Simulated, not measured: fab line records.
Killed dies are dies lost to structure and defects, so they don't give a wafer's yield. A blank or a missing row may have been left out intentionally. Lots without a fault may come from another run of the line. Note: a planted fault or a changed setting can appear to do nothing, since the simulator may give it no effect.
The tool behind it: which one?	flow nand harc	11 lots with 33 wafers sampled at 5 steps, on a route of 1159 steps

== WHAT THE GAUGES SHOWED, per wafer ==
NHARC_END_SORT_01.
lot	measured	on	killed at array
L803	day 22 08:10	prober-01	515 18 26
L807	day 22 18:27	prober-02	34 521 27

== WHICH TOOL RAN EACH LOT (tool, then ch and the chambers of the sampled wafers, then the start) ==
lot	NHARC_A_CONTACT_STRIP_55	NHARC_A_CONTACT_ETCH_76	NHARC_A_CONTACT_ETCH_77	NHARC_A_CONTACT_ETCH_78
L792	rie diel-12 ch 0,1, day 16 13:45 or earlier	rie diel-01 ch 0,2,3, day 16 13:45 or earlier	rie diel-01 ch 0,1,3, day 16 13:45	rie diel-01 ch 0,3, no start
L793	rie diel-01 ch 1,2,3, day 17 01:52 or earlier	rie diel-01 ch 0,2, day 17 01:52 or earlier	rie diel-01 ch 0,1,2, day 17 01:52	rie diel-01 ch 1,2, no start
L796	rie diel-01 ch 0,1,2, day 17 09:23 or earlier	rie diel-12 ch 1,2,3, day 17 09:23 or earlier	rie diel-12 ch 0,1,3, day 17 09:23	rie diel-12 ch 0,1,3, no start
L799	rie diel-02 ch 2,3, day 18 17:25 or earlier	rie diel-01 ch 0,1,3, day 18 17:25 or earlier	rie diel-01 ch 0,1,3, day 18 17:25	rie diel-01 ch 1,2, no start
L801	rie diel-12 ch 1,2,3, day 18 19:01 or earlier	rie diel-01 ch 0,2,3, day 18 19:01 or earlier	rie diel-01 ch 0,2,3, day 18 19:01	rie diel-01 ch 0,1,2, no start
L800	rie diel-12 ch 2,3, day 19 05:47 or earlier	rie diel-12 ch 2,3, day 19 05:47 or earlier	rie diel-12 ch 1,3, day 19 05:47	rie diel-12 ch 1,2,3, no start
L805	rie diel-02 ch 1,2,3, day 19 18:48 or earlier	rie diel-01 ch 0,1,2, day 19 18:48 or earlier	rie diel-01 ch 2,3, day 19 18:48	rie diel-01 ch 2,3, no start
L803	rie diel-01 ch 1,3, day 19 20:56 or earlier	rie diel-01 ch 0,1, day 19 20:56 or earlier	rie diel-01 ch 0,1,3, day 19 20:56	rie diel-01 ch 0,2,3, day 22 08:10 or earlier
L807	rie diel-12 ch 1,3, day 20 00:29 or earlier	rie diel-01 ch 2,3, day 20 00:29 or earlier	rie diel-01 ch 0,2,3, day 20 00:29	rie diel-01 ch 0,3, day 22 18:27 or earlier
L812	rie diel-02 ch 0,1,3, day 21 20:43 or earlier	rie diel-02 ch 0,1,2, day 21 20:43 or earlier	rie diel-02 ch 0,2,3, day 21 20:43	rie diel-02 ch 0,1,3, no start
L815	rie diel-01 ch 1,2,3, day 23 12:37 or earlier	rie diel-12 ch 1,2,3, day 23 12:37 or earlier	rie diel-12 ch 1,2,3, day 23 12:37	rie diel-12 ch 0,1,2, no start
- NHARC_A_CONTACT_STRIP_55: strips in O2.
- NHARC_A_CONTACT_ETCH_76: etches the open film in N2/H2, target depth 260 nm, time 475.3 s.
- NHARC_A_CONTACT_ETCH_77: etches the open film in CF4/CHF3, target depth 72.6 nm, time 36.3 s.
- NHARC_A_CONTACT_ETCH_78: etches the open film in O2/COS, target depth 2800 nm, time 728 s.

== THE ANSWER, worked out from the rows above alone ==
Rule: what is usual is taken from the lots themselves. Put in order of their means at a reading, lots are off if they are a third of the lots or fewer, leave a main group of 4 or more, and stand apart from it by a gap of 3 or more times the standard deviation of the main group's means; of several such gaps the widest counts. The tables above print the reading to a certain number of digits; a main group whose means all agree to those digits is not used. A lot without any number at a reading at which 4 lots or more have one is off too. The other lots that the step has rows for count as sound.
No lot is off at any reading shown: from this, nothing can be told.

== WHAT WAS PUT IN BY THE SIMULATOR ==
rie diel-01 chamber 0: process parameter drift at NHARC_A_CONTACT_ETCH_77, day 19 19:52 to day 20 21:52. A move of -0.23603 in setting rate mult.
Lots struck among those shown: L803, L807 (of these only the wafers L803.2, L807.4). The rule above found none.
